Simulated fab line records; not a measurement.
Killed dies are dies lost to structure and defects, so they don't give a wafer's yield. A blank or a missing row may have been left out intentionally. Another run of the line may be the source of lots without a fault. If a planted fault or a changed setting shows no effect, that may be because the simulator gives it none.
fab line records	flow nandHarc
record lots=24	wafers=72	lastDay=27
route steps=1159 shown P_M1@301 P_M2@329 A_ZERO_WELL@412
lots that met no fault: taken from a fault-free run of the same line
startH: start of the lot's first displayed wafer, in hours after the record's first day	waitH: hours from the lot's prior step to this one	" identical to the entry in the row above	L1.1+2: a row that stands for several wafers	- no value, or no start was given	* or withheld: withheld	< > ~ a bound
route shown NAME@n: NAME is a module with steps in the file, n the number in the route of the first one	usual: mean/standard deviation taken from wafers without a fault	same: alike in all rows	chamber/n: place in a boat	sites: the reading at each site	_std_site: the standard deviation of these	_edge_site: mean of outer sites minus mean of inner sites	radiusMm: how far each site lies from the wafer's centre	mask NAME#n: copy n	behind: the most recent tool/chamber to have shaped the wafer	hold: why the lot was held/for how many hours/how that ended	device: whichever transistor did not switch (one of n, p or np)	end of line: at the end of the route, the tests of the same wafers	a step with no rows: only its recipe	killed: count of dies lost to structure and defects at first sort (not the wafer's yield)	map: a wafer's dies, marking killed ones x, the rest . and places with no die _
set.NAME: the setting as run; set.NAME@STEP: as run at that earlier step	model.NAME: the simulator's own value behind a step, which no gauge read
one table for each step of the route and one row for each wafer, over a sample of lots
services: from which hour (startH, from the record's first day; less than 0 if before it) a tool's chamber was out of use, for how many hours, and why
## steps
# step NHARC_P_M1_CD_MEAS_16
# usual cdNm=129.7/0.61
lot.wafer	tool	chamber	startH	waitH	cdNm
L074.1	cdSem-02	-	110.57	-	130.4
L074.5	"	-	"	"	130.3
L074.6	"	-	"	"	130.3
L075.2	cdSem-03	-	132.30	-	129.9
L075.3	"	-	"	"	129.0
L075.6	"	-	"	"	130.3
L076.1	cdSem-03	-	133.55	-	129.5
L076.3	"	-	"	"	129.4
L076.4	"	-	"	"	129.3
L077.1	cdSem-02	-	136.31	-	130.0
L077.4	"	-	"	"	130.2
L077.6	"	-	"	"	130.6
L078.1	cdSem-03	-	141.90	-	129.8
L078.4	"	-	"	"	130.1
L078.5	"	-	"	"	129.0
L079.4	cdSem-01	-	149.46	-	129.7
L079.5	"	-	"	"	129.7
L079.6	"	-	"	"	129.9
L080.1	cdSem-01	-	163.18	-	129.5
L080.2	"	-	"	"	129.2
L080.4	"	-	"	"	129.0
L082.2	cdSem-01	-	164.32	-	131.0
L082.4	"	-	"	"	130.0
L082.6	"	-	"	"	130.4
L081.2	cdSem-01	-	165.48	-	129.6
L081.3	"	-	"	"	129.8
L081.4	"	-	"	"	130.4
L084.1	cdSem-03	-	173.32	-	128.5
L084.3	"	-	"	"	129.4
L084.5	"	-	"	"	128.8
L083.3	cdSem-01	-	174.06	-	128.6
L083.5	"	-	"	"	129.0
L083.6	"	-	"	"	129.1
L085.4	cdSem-02	-	199.24	-	129.4
L085.5	"	-	"	"	129.9
L085.6	"	-	"	"	129.5
L088.2	cdSem-02	-	199.99	-	129.1
L088.5	"	-	"	"	129.2
L088.6	"	-	"	"	129.9
L086.2	cdSem-02	-	200.73	-	130.8
L086.4	"	-	"	"	130.5
L086.6	"	-	"	"	130.0
L087.4	cdSem-01	-	214.15	-	129.2
L087.5	"	-	"	"	130.2
L087.6	"	-	"	"	129.3
L090.1	cdSem-01	-	221.43	-	130.3
L090.2	"	-	"	"	129.6
L090.5	"	-	"	"	129.0
L089.2	cdSem-02	-	224.83	-	129.2
L089.3	"	-	"	"	129.3
L089.6	"	-	"	"	129.2
L091.1	cdSem-01	-	225.61	-	128.6
L091.3	"	-	"	"	128.6
L091.4	"	-	"	"	128.9
L092.2	cdSem-01	-	227.53	-	130.1
L092.5	"	-	"	"	130.7
L092.6	"	-	"	"	129.8
L094.1	cdSem-01	-	237.60	-	129.3
L094.5	"	-	"	"	129.7
L094.6	"	-	"	"	130.7
L093.1	cdSem-02	-	242.29	-	129.0
L093.2	"	-	"	"	129.4
L093.5	"	-	"	"	129.4
L095.1	cdSem-02	-	247.26	-	130.4
L095.2	"	-	"	"	130.8
L095.6	"	-	"	"	130.5
L096.2	cdSem-01	-	249.36	-	129.8
L096.5	"	-	"	"	129.2
L096.6	"	-	"	"	129.4
L097.3	cdSem-02	-	266.01	-	129.3
L097.4	"	-	"	"	130.3
L097.6	"	-	"	"	129.1
# step NHARC_P_M1_STRIP_18
# recipe powerW=1000	n2FlowSccm=150	h2FlowSccm=150	arFlowSccm=0	biasW=0	chemistry=N2/H2
# usual drypumpMotorCurrentA=5.6/0.39	n2FlowSccm=150.0/0.48	oesProductAu=1.003/0.0063	powerW=1000.1/3	rfVppV=90.8/0.99	showerheadPlenumPTorr=2.06/0.091	throttleValvePct=14.172/0.0094
lot.wafer	tool	chamber	startH	waitH	drypumpMotorCurrentA	n2FlowSccm	oesProductAu	powerW	rfHoursCounterH	rfVppV	showerheadPlenumPTorr	throttleValvePct
L074.1	rieDiel-12	1	110.67	0.1	5.7	149.5	0.993	1000.9	5	89.9	1.93	14.169
L074.5	"	0	"	"	5.3	150.5	0.999	998.1	-	89.9	2.07	14.153
L074.6	"	1	"	"	5.7	149.9	1.007	998.0	-	90.4	1.93	14.178
L075.2	rieDiel-01	2	132.43	0.1	5.7	149.9	1.014	1002.6	12	91.9	2.10	14.165
L075.3	"	3	"	"	5.5	150.8	1.006	1003.4	10	91.4	2.11	14.182
L075.6	"	0	"	"	6.3	149.4	1.007	999.9	-	90.8	2.04	14.167
L076.3	rieDiel-01	3	133.64	0.1	5.5	150.0	1.013	1001.9	11	91.1	2.11	14.170
L076.4	"	0	"	"	6.3	150.7	1.013	1001.1	11	93.0	2.04	14.157
L076.1	"	1	"	"	5.3	149.2	1.007	998.7	11	91.2	1.91	14.184
L077.4	rieDiel-12	0	136.41	0.1	5.3	149.5	0.998	997.1	5	90.5	2.07	14.188
L077.1	"	1	"	"	5.7	149.5	1.007	999.9	5	90.5	1.93	14.184
L077.6	"	0	"	"	5.3	150.7	0.996	999.8	-	91.5	2.07	14.165
L078.4	rieDiel-12	1	141.98	0.1	5.7	150.1	1.012	1003.7	5	88.9	1.93	14.171
L078.1	"	3	"	"	5.1	150.3	1.002	1001.3	5	89.0	2.00	14.170
L078.5	"	1	"	"	5.7	150.6	1.002	999.3	-	91.1	1.93	14.167
L079.4	rieDiel-12	0	149.56	0.1	5.3	150.1	1.000	998.0	7	91.0	2.07	14.190
L079.5	"	3	"	"	5.1	150.0	1.004	999.8	-	90.3	2.00	14.163
L079.6	"	0	"	"	5.3	149.2	1.001	1001.6	-	89.7	2.07	14.162
L080.4	rieDiel-01	3	163.26	0.1	5.5	150.0	0.998	1000.9	2	90.0	2.11	14.182
L080.2	"	0	"	"	6.3	150.0	1.000	1003.1	1	90.1	2.04	14.191
L080.1	"	2	"	"	5.7	150.2	0.996	997.2	2	90.6	2.10	14.163
L082.2	rieDiel-01	3	164.40	0.1	5.5	149.6	0.999	1000.7	2	89.4	2.11	14.173
L082.4	"	0	"	"	6.3	150.1	1.000	998.4	1	90.1	2.04	14.185
L082.6	"	3	"	"	5.5	149.4	1.001	994.4	-	90.3	2.11	14.169
L081.2	rieDiel-12	2	165.56	0.1	5.4	150.2	0.995	1000.7	7	91.6	2.16	14.169
L081.3	"	0	"	"	5.3	148.7	1.000	1004.8	8	90.5	2.07	14.183
L081.4	"	1	"	"	5.7	150.7	0.997	999.0	7	90.7	1.93	14.176
L084.1	rieDiel-12	2	173.42	0.1	5.4	149.3	0.995	1002.5	8	91.8	2.16	14.169
L084.3	"	3	"	"	5.1	150.1	1.009	1004.2	8	90.1	2.00	14.168
L084.5	"	1	"	"	5.7	149.2	0.999	1003.7	-	90.3	1.93	14.178
L083.3	rieDiel-07	0	174.18	0.1	5.2	149.3	1.013	1001.6	3	92.8	2.18	14.184
L083.5	"	2	"	"	5.6	150.4	0.999	1001.5	-	90.7	2.12	14.157
L083.6	"	3	"	"	5.4	150.6	1.017	1002.2	-	89.5	2.21	14.161
L085.4	rieDiel-01	0	199.30	0.1	6.3	149.9	1.015	1003.2	4	91.2	2.04	14.158
L085.6	"	0	"	"	6.3	150.1	1.009	999.9	-	89.8	2.04	14.172
L085.5	"	1	"	"	5.3	149.7	1.003	1001.0	-	90.0	1.91	14.175
L088.2	rieDiel-01	1	200.09	0.1	5.2	149.7	1.004	1003.2	4	89.9	1.91	14.163
L088.6	"	0	"	"	6.3	149.6	1.009	1002.9	-	89.8	2.04	14.173
L088.5	"	1	"	"	5.2	149.9	1.011	1004.5	-	89.8	1.91	14.181
L086.2	rieDiel-07	2	200.83	0.1	5.6	149.4	1.007	996.3	3	90.5	2.12	14.164
L086.4	"	0	"	"	5.2	149.6	1.002	1000.0	3	92.3	2.18	14.176
L086.6	"	1	"	"	6.1	150.5	1.004	1006.1	-	92.2	2.15	14.165
L087.4	rieDiel-12	0	214.29	0.1	5.3	149.9	1.007	1003.9	0	90.6	2.07	14.151
L087.6	"	1	"	"	5.7	149.7	1.006	998.3	-	88.8	1.93	14.180
L087.5	"	2	"	"	5.4	149.4	0.998	997.9	-	90.3	2.16	14.186
L090.1	rieDiel-01	1	221.50	0.1	5.2	149.9	1.006	997.5	7	87.9	1.91	14.172
L090.2	"	0	"	"	6.3	149.7	0.996	1004.9	7	89.8	2.04	14.173
L090.5	"	1	"	"	5.2	149.4	1.002	1004.2	-	90.4	1.91	14.167
L089.2	rieDiel-01	0	224.90	0.1	6.3	150.7	0.998	999.0	7	90.3	2.04	14.168
L089.3	"	1	"	"	5.2	149.6	0.996	1000.3	7	90.4	1.91	14.155
L089.6	"	2	"	"	5.7	150.1	0.997	995.3	-	90.4	2.10	14.167
L091.1	rieDiel-01	0	225.68	0.1	6.3	149.5	1.009	999.8	7	90.2	2.04	14.177
L091.3	"	1	"	"	5.2	149.5	1.004	1006.0	8	89.5	1.91	14.194
L091.4	"	1	"	"	5.2	149.8	0.998	1006.4	-	89.8	1.91	14.181
L092.2	rieDiel-07	0	227.60	0.1	5.2	149.7	0.997	1004.2	4	92.3	2.18	14.168
L092.6	"	0	"	"	5.2	150.1	1.012	1002.6	-	90.9	2.18	14.190
L092.5	"	1	"	"	6.0	150.0	1.002	998.4	-	91.2	2.15	14.164
L094.1	rieDiel-01	1	237.75	0.2	5.2	149.8	1.011	1001.2	9	89.2	1.91	14.160
L094.5	"	2	"	"	5.7	149.7	1.009	999.7	-	89.7	2.10	14.187
L094.6	"	3	"	"	5.6	150.4	1.007	1002.5	-	89.6	2.11	14.174
L093.2	rieDiel-01	0	242.36	0.1	6.3	149.4	1.010	996.6	10	89.9	2.04	14.171
L093.1	"	2	"	"	5.7	149.6	1.014	997.6	8	91.6	2.10	14.174
L093.5	"	0	"	"	6.3	150.3	1.014	994.6	-	89.9	2.04	14.166
L095.2	rieDiel-07	2	247.36	0.1	5.6	150.2	1.002	999.3	0	92.2	2.12	14.182
L095.1	"	3	"	"	5.4	149.7	1.003	1003.2	0	92.2	2.21	14.169
L095.6	"	1	"	"	6.0	149.6	0.994	996.2	-	92.1	2.15	14.162
L096.2	rieDiel-12	0	249.51	0.1	5.3	150.4	0.996	998.6	2	89.9	2.07	14.166
L096.5	"	1	"	"	5.7	151.0	1.012	1002.5	-	90.4	1.93	14.160
L096.6	"	2	"	"	5.4	149.7	0.989	999.2	-	89.8	2.16	14.167
L097.3	rieDiel-01	0	266.08	0.1	6.3	149.9	1.009	997.3	11	91.4	2.04	14.162
L097.4	"	2	"	"	5.7	150.3	1.002	1001.2	9	92.8	2.09	14.187
L097.6	"	0	"	"	6.3	149.9	1.004	997.1	-	90.7	2.04	14.167
# step NHARC_P_M1_ETCH_28
# recipe targetDepthA=300	overEtchFrac=0.3	timeS=72.99	ionEnergyEv=150	cf4FlowSccm=50	n2FlowSccm=100	arFlowSccm=150	rfW=300	biasW=100	chemistry=CF4/N2
# usual drypumpMotorCurrentA=5.6/0.38	n2FlowSccm=100.0/0.31	oesProductAu=1.001/0.0068	rfVppV=314.5/2	showerheadPlenumPTorr=2.65/0.11	throttleValvePct=19.796/0.0092
lot.wafer	tool	chamber	startH	waitH	drypumpMotorCurrentA	n2FlowSccm	oesProductAu	rfHoursCounterH	rfVppV	showerheadPlenumPTorr	throttleValvePct
L074.1	rieDiel-12	3	-	-	5.1	100.2	0.996	4	313.3	2.58	19.798
L074.5	"	2	"	"	5.4	100.2	0.992	-	317.5	2.77	19.794
L074.6	"	3	"	"	5.1	99.7	1.012	-	314.1	2.58	19.807
L075.2	rieDiel-01	2	-	-	5.7	100.1	1.008	12	315.7	2.69	19.791
L075.3	"	0	"	"	6.3	99.4	1.007	11	314.7	2.63	19.800
L075.6	"	2	"	"	5.7	100.1	1.007	-	315.0	2.69	19.799
L076.4	rieDiel-01	2	-	-	5.7	99.9	1.005	12	314.1	2.69	19.799
L076.3	"	0	"	"	6.3	99.6	1.005	11	313.4	2.63	19.792
L076.1	"	1	"	"	5.2	100.3	0.999	11	311.7	2.47	19.819
L077.1	rieDiel-12	0	-	-	5.3	99.7	1.009	5	314.1	2.67	19.789
L077.4	"	1	"	"	5.7	100.1	0.986	5	311.6	2.50	19.787
L077.6	"	3	"	"	5.1	99.5	0.991	-	313.7	2.58	19.801
L078.4	rieDiel-12	3	-	-	5.1	99.7	1.007	5	313.3	2.58	19.784
L078.1	"	0	"	"	5.3	100.3	1.012	6	315.8	2.67	19.785
L078.5	"	1	"	"	5.7	100.4	0.989	-	311.6	2.50	19.791
L079.4	rieDiel-12	0	-	-	5.3	100.3	1.009	7	316.5	2.67	19.802
L079.6	"	3	"	"	5.1	99.6	0.996	-	312.5	2.58	19.791
L079.5	"	0	"	"	5.3	99.8	1.000	-	315.3	2.67	19.803
L080.2	rieDiel-01	3	-	-	5.5	99.7	1.002	2	315.6	2.71	19.800
L080.1	"	1	"	"	5.2	99.8	1.001	1	312.5	2.47	19.812
L080.4	"	2	"	"	5.7	100.5	1.001	2	314.7	2.69	19.788
L082.4	rieDiel-01	2	-	-	5.7	100.2	1.011	2	315.3	2.69	19.803
L082.2	"	3	"	"	5.5	100.1	0.994	2	315.8	2.71	19.805
L082.6	"	1	"	"	5.2	99.6	1.001	-	312.2	2.47	19.814
L081.3	rieDiel-12	1	-	-	5.7	100.2	1.001	7	312.2	2.50	19.797
L081.4	"	2	"	"	5.4	100.5	0.984	7	317.1	2.77	19.804
L081.2	"	3	"	"	5.1	100.0	1.008	7	314.2	2.57	19.789
L084.1	rieDiel-12	3	-	-	5.1	99.9	0.998	8	314.4	2.57	19.799
L084.3	"	1	"	"	5.7	99.6	1.002	8	310.8	2.49	19.784
L084.5	"	0	"	"	5.3	99.8	1.001	-	315.9	2.67	19.784
L083.3	rieDiel-07	1	-	-	6.1	99.7	0.999	3	316.2	2.76	19.791
L083.6	"	3	"	"	5.4	99.9	1.012	-	317.6	2.83	19.788
L083.5	"	0	"	"	5.2	100.1	1.002	-	318.6	2.79	19.805
L085.4	rieDiel-01	3	-	-	5.6	100.1	1.001	5	316.1	2.71	19.776
L085.5	"	3	"	"	5.5	99.5	1.001	-	315.8	2.71	19.798
L085.6	"	0	"	"	6.3	100.3	0.993	-	315.6	2.63	19.789
L088.2	rieDiel-01	1	-	-	5.2	100.7	0.996	4	311.3	2.47	19.787
L088.5	"	1	"	"	5.2	100.2	0.996	-	311.4	2.47	19.807
L088.6	"	2	"	"	5.7	100.2	1.000	-	315.2	2.69	19.800
L086.4	rieDiel-07	0	-	-	5.2	99.6	1.008	3	318.7	2.79	19.791
L086.2	"	2	"	"	5.6	99.8	1.011	3	315.5	2.72	19.799
L086.6	"	0	"	"	5.2	100.1	1.004	-	316.8	2.79	19.806
L087.4	rieDiel-12	1	-	-	5.7	99.9	1.009	0	313.1	2.49	19.795
L087.5	"	3	"	"	5.1	99.8	1.008	-	313.4	2.57	19.801
L087.6	"	0	"	"	5.3	99.9	1.001	-	314.9	2.66	19.780
L090.1	rieDiel-01	0	-	-	6.3	99.7	1.008	7	314.5	2.63	19.790
L090.2	"	1	"	"	5.2	99.8	1.000	7	311.3	2.47	19.798
L090.5	"	0	"	"	6.3	99.6	1.006	-	314.2	2.63	19.809
L089.3	rieDiel-01	2	-	-	5.7	100.1	1.006	5	315.8	2.69	19.809
L089.2	"	1	"	"	5.2	100.1	1.001	8	311.0	2.47	19.791
L089.6	"	1	"	"	5.2	99.9	1.004	-	311.8	2.47	19.779
L091.3	rieDiel-01	0	-	-	6.3	99.6	0.998	8	313.1	2.63	19.784
L091.1	"	1	"	"	5.2	100.2	0.997	8	312.7	2.47	19.796
L091.4	"	2	"	"	5.7	99.7	0.994	-	314.1	2.69	19.793
L092.2	rieDiel-07	2	-	-	5.6	100.2	1.007	4	314.8	2.72	19.798
L092.6	"	2	"	"	5.6	100.3	1.008	-	315.8	2.72	19.794
L092.5	"	3	"	"	5.4	100.1	1.019	-	318.6	2.83	19.790
L094.1	rieDiel-01	3	-	-	5.5	100.6	0.993	6	316.0	2.71	19.795
L094.6	"	1	"	"	5.2	100.2	1.001	-	310.5	2.47	19.790
L094.5	"	2	"	"	5.7	100.4	0.994	-	315.1	2.69	19.797
L093.2	rieDiel-01	0	-	-	6.4	99.9	1.001	10	315.0	2.63	19.788
L093.1	"	2	"	"	5.7	99.6	1.002	8	315.6	2.69	19.800
L093.5	"	0	"	"	6.3	99.7	1.010	-	313.3	2.63	19.814
L095.2	rieDiel-07	3	-	-	5.4	100.0	1.009	0	317.7	2.83	19.798
L095.1	"	1	"	"	6.0	99.7	1.003	0	317.0	2.76	19.795
L095.6	"	0	"	"	5.2	99.5	0.988	-	315.9	2.79	19.801
L096.2	rieDiel-12	2	-	-	5.4	100.1	0.995	1	315.9	2.77	19.789
L096.5	"	1	"	"	5.7	99.2	1.010	-	310.8	2.49	19.791
L096.6	"	2	"	"	5.4	100.0	1.000	-	316.6	2.77	19.782
L097.4	rieDiel-01	1	-	-	5.2	100.0	0.996	11	311.3	2.47	19.799
L097.3	"	2	"	"	5.7	99.6	0.991	9	314.5	2.69	19.801
L097.6	"	0	"	"	6.3	100.4	0.998	-	314.5	2.63	19.797
# step NHARC_P_M2_OVL_MEAS_10
# recipe pitchNm=340
# usual overlayXNm=0.0/0.9	overlayYNm=0.0/0.98
lot.wafer	tool	chamber	startH	waitH	overlayXNm	overlayYNm
L074.1	overlay-01	-	114.32	-	1.2	-0.8
L074.5	"	-	"	"	0.8	0.1
L074.6	"	-	"	"	1.0	-0.5
L075.2	overlay-01	-	136.10	-	-1.2	-0.4
L075.3	"	-	"	"	-1.0	-0.2
L075.6	"	-	"	"	-1.4	-0.1
L076.1	overlay-01	-	137.37	-	0.2	-0.3
L076.3	"	-	"	"	-0.2	-0.3
L076.4	"	-	"	"	0.4	-0.2
L077.1	overlay-02	-	139.95	-	0.8	-1.2
L077.4	"	-	"	"	0.4	-0.7
L077.6	"	-	"	"	0.8	-1.1
L078.1	overlay-02	-	145.74	-	1.3	1.7
L078.4	"	-	"	"	0.5	2.5
L078.5	"	-	"	"	0.0	2.5
L079.4	overlay-01	-	153.10	-	0.0	0.1
L079.5	"	-	"	"	-0.5	0.4
L079.6	"	-	"	"	0.0	-0.3
L080.1	overlay-01	-	166.98	-	-0.6	-0.1
L080.2	"	-	"	"	-1.2	-0.5
L080.4	"	-	"	"	-0.7	0.0
L082.2	overlay-01	-	168.13	-	0.5	1.9
L082.4	"	-	"	"	1.2	1.5
L082.6	"	-	"	"	0.9	1.9
L081.2	overlay-01	-	169.28	-	0.2	1.1
L081.3	"	-	"	"	0.2	0.7
L081.4	"	-	"	"	0.4	1.2
L084.1	overlay-01	-	177.13	-	1.4	-0.2
L084.3	"	-	"	"	0.7	0.0
L084.5	"	-	"	"	1.1	-0.1
L083.3	overlay-02	-	177.81	-	-0.1	0.5
L083.5	"	-	"	"	-0.9	0.7
L083.6	"	-	"	"	-0.5	0.4
L085.4	overlay-02	-	203.41	-	0.7	-1.3
L085.5	"	-	"	"	0.8	-1.1
L085.6	"	-	"	"	0.7	-1.2
L088.2	overlay-02	-	204.31	-	-2.0	-1.5
L088.5	"	-	"	"	-2.2	-2.1
L088.6	"	-	"	"	-2.5	-1.1
L086.2	overlay-01	-	204.76	-	1.3	1.0
L086.4	"	-	"	"	1.0	1.2
L086.6	"	-	"	"	0.2	0.7
L087.4	overlay-01	-	217.81	-	0.2	-1.8
L087.5	"	-	"	"	0.6	-1.8
L087.6	"	-	"	"	0.5	-2.0
L090.1	overlay-01	-	225.39	-	-1.7	-0.3
L090.2	"	-	"	"	-1.2	0.0
L090.5	"	-	"	"	-1.6	-0.4
L089.2	overlay-01	-	228.63	-	0.6	-0.1
L089.3	"	-	"	"	0.4	-0.1
L089.6	"	-	"	"	0.3	-0.3
L091.1	overlay-01	-	230.70	-	-0.3	0.7
L091.3	"	-	"	"	-0.3	1.2
L091.4	"	-	"	"	0.3	1.1
L092.2	overlay-01	-	231.64	-	0.7	0.6
L092.5	"	-	"	"	0.7	0.6
L092.6	"	-	"	"	0.7	0.4
L094.1	overlay-01	-	241.36	-	0.6	-0.4
L094.5	"	-	"	"	0.3	0.1
L094.6	"	-	"	"	0.0	-0.2
L093.1	overlay-02	-	246.04	-	1.1	-0.6
L093.2	"	-	"	"	0.3	0.1
L093.5	"	-	"	"	0.4	-0.3
L095.1	overlay-02	-	250.92	-	-0.5	-0.1
L095.2	"	-	"	"	-0.3	0.1
L095.6	"	-	"	"	-0.4	0.2
L096.2	overlay-02	-	253.11	-	-0.5	-1.6
L096.5	"	-	"	"	-0.1	-1.1
L096.6	"	-	"	"	-0.1	-1.6
L097.3	overlay-01	-	270.13	-	-1.2	0.3
L097.4	"	-	"	"	-0.6	-0.7
L097.6	"	-	"	"	-1.9	-0.2
# step NHARC_P_M2_THK_MEAS_24
# recipe thkMeasGauge=xrf
# usual thkNm=144.1/1.3
lot.wafer	tool	chamber	startH	waitH	thkNm
L074.1	filmMetro-02	-	116.98	-	143.0
L074.5	"	-	"	"	143.5
L074.6	"	-	"	"	144.6
L075.2	filmMetro-02	-	138.63	-	143.8
L075.3	"	-	"	"	143.1
L075.6	"	-	"	"	145.2
L076.1	filmMetro-01	-	140.09	-	143.5
L076.3	"	-	"	"	143.9
L076.4	"	-	"	"	144.9
L077.1	filmMetro-01	-	142.52	-	144.5
L077.4	"	-	"	"	143.5
L077.6	"	-	"	"	146.1
L078.1	filmMetro-01	-	148.35	-	143.9
L078.4	"	-	"	"	144.0
L078.5	"	-	"	"	141.4
L079.4	filmMetro-01	-	155.61	-	143.5
L079.5	"	-	"	"	141.8
L079.6	"	-	"	"	145.2
L080.1	filmMetro-01	-	169.53	-	143.1
L080.2	"	-	"	"	143.0
L080.4	"	-	"	"	145.5
L082.2	filmMetro-02	-	170.68	-	144.6
L082.4	"	-	"	"	144.8
L082.6	"	-	"	"	147.9
L081.2	filmMetro-01	-	172.40	-	143.7
L081.3	"	-	"	"	143.7
L081.4	"	-	"	"	144.5
L084.1	filmMetro-02	-	179.71	-	145.4
L084.3	"	-	"	"	142.2
L084.5	"	-	"	"	143.7
L083.3	filmMetro-01	-	180.33	-	144.0
L083.5	"	-	"	"	145.9
L083.6	"	-	"	"	144.6
L085.4	filmMetro-01	-	206.19	-	143.7
L085.5	"	-	"	"	143.2
L085.6	"	-	"	"	144.0
L088.2	filmMetro-02	-	206.86	-	140.4
L088.5	"	-	"	"	143.5
L088.6	"	-	"	"	143.4
L086.2	filmMetro-02	-	207.29	-	144.2
L086.4	"	-	"	"	143.8
L086.6	"	-	"	"	145.7
L087.4	filmMetro-02	-	220.62	-	144.8
L087.5	"	-	"	"	144.6
L087.6	"	-	"	"	144.8
L090.1	filmMetro-02	-	228.32	-	143.9
L090.2	"	-	"	"	144.2
L090.5	"	-	"	"	143.0
L089.2	filmMetro-02	-	231.20	-	142.4
L089.3	"	-	"	"	143.0
L089.6	"	-	"	"	143.1
L091.1	filmMetro-02	-	233.46	-	144.3
L091.3	"	-	"	"	145.5
L091.4	"	-	"	"	143.3
L092.2	filmMetro-02	-	234.55	-	145.3
L092.5	"	-	"	"	146.8
L092.6	"	-	"	"	146.1
L094.1	filmMetro-02	-	243.90	-	142.4
L094.5	"	-	"	"	144.6
L094.6	"	-	"	"	144.6
L093.1	filmMetro-01	-	248.57	-	143.9
L093.2	"	-	"	"	143.5
L093.5	"	-	"	"	145.1
L095.1	filmMetro-02	-	253.43	-	146.7
L095.2	"	-	"	"	144.6
L095.6	"	-	"	"	143.2
L096.2	filmMetro-01	-	255.63	-	144.9
L096.5	"	-	"	"	144.6
L096.6	"	-	"	"	145.3
L097.3	filmMetro-02	-	273.14	-	143.3
L097.4	"	-	"	"	145.2
L097.6	"	-	"	"	142.7
# step NHARC_A_ZERO_WELL_INSPECT_17
# usual rawDefectCount=10/4.9
lot.wafer	tool	chamber	startH	waitH	rawDefectCount
L074.1	defectInspect-02	-	124.55	0.2	10
L074.5	"	-	"	"	16
L074.6	"	-	"	"	17
L075.2	defectInspect-01	-	146.67	0.1	4
L075.3	"	-	"	"	8
L075.6	"	-	"	"	6
L076.1	defectInspect-02	-	147.77	0.2	9
L076.3	"	-	"	"	8
L076.4	"	-	"	"	12
L077.1	defectInspect-01	-	150.12	0.2	20
L077.4	"	-	"	"	4
L077.6	"	-	"	"	8
L078.1	defectInspect-02	-	155.79	0.2	10
L078.4	"	-	"	"	5
L078.5	"	-	"	"	12
L079.4	defectInspect-02	-	163.02	0.1	8
L079.5	"	-	"	"	6
L079.6	"	-	"	"	5
L080.1	defectInspect-01	-	177.03	0.2	8
L080.2	"	-	"	"	12
L080.4	"	-	"	"	11
L082.2	defectInspect-01	-	178.07	0.1	16
L082.4	"	-	"	"	7
L082.6	"	-	"	"	11
L081.2	defectInspect-02	-	180.02	0.1	8
L081.3	"	-	"	"	9
L081.4	"	-	"	"	14
L084.1	defectInspect-02	-	187.28	0.2	11
L084.3	"	-	"	"	8
L084.5	"	-	"	"	10
L083.3	defectInspect-01	-	188.16	0.1	5
L083.5	"	-	"	"	7
L083.6	"	-	"	"	8
L085.4	defectInspect-01	-	213.71	0.1	11
L085.5	"	-	"	"	16
L085.6	"	-	"	"	7
L088.2	defectInspect-02	-	214.65	0.1	6
L088.5	"	-	"	"	6
L088.6	"	-	"	"	9
L086.2	defectInspect-02	-	215.38	0.1	6
L086.4	"	-	"	"	8
L086.6	"	-	"	"	8
L087.4	defectInspect-01	-	228.17	0.1	4
L087.5	"	-	"	"	9
L087.6	"	-	"	"	5
L090.1	defectInspect-01	-	236.92	0.2	12
L090.2	"	-	"	"	14
L090.5	"	-	"	"	16
L089.2	defectInspect-02	-	238.98	0.1	10
L089.3	"	-	"	"	12
L089.6	"	-	"	"	14
L091.1	defectInspect-02	-	241.65	0.2	7
L091.3	"	-	"	"	17
L091.4	"	-	"	"	12
L092.2	defectInspect-02	-	242.36	0.1	8
L092.5	"	-	"	"	4
L092.6	"	-	"	"	8
L094.1	defectInspect-02	-	251.51	0.2	9
L094.5	"	-	"	"	12
L094.6	"	-	"	"	8
L093.1	defectInspect-02	-	256.10	0.2	10
L093.2	"	-	"	"	15
L093.5	"	-	"	"	6
L095.1	defectInspect-01	-	261.03	0.2	15
L095.2	"	-	"	"	25
L095.6	"	-	"	"	15
L096.2	defectInspect-02	-	263.23	0.1	21
L096.5	"	-	"	"	18
L096.6	"	-	"	"	5
L097.3	defectInspect-01	-	280.62	0.1	12
L097.4	"	-	"	"	8
L097.6	"	-	"	"	7
## services
tool	chamber	startH	hours	kind
rieDiel-07	3	91.27	1.9	repair
rieDiel-01	0	92.48	-	clean
rieDiel-01	1	92.48	-	clean
rieDiel-01	2	92.48	-	clean
rieDiel-01	3	92.48	-	clean
rieDiel-12	3	95.51	6.7	repair
rieDiel-12	2	99.21	3.8	repair
rieDiel-01	3	110.10	10.6	repair
rieDiel-01	0	116.98	-	clean
rieDiel-01	1	116.98	-	clean
rieDiel-01	2	116.98	-	clean
rieDiel-01	-	125.82	0.7	repair
rieDiel-01	-	137.80	9.0	pm
rieDiel-01	0	137.80	9.0	ventCycle
rieDiel-01	1	137.80	9.0	ventCycle
rieDiel-01	2	137.80	9.0	ventCycle
rieDiel-01	3	137.80	9.0	ventCycle
rieDiel-01	0	146.80	-	clean
rieDiel-12	1	175.73	6.7	repair
rieDiel-01	3	200.75	34.3	repair
rieDiel-01	2	202.18	19.0	repair
rieDiel-12	-	202.40	9.0	pm
rieDiel-07	-	228.20	9.0	pm
rieDiel-12	-	254.35	0.8	repair
## key
fault none
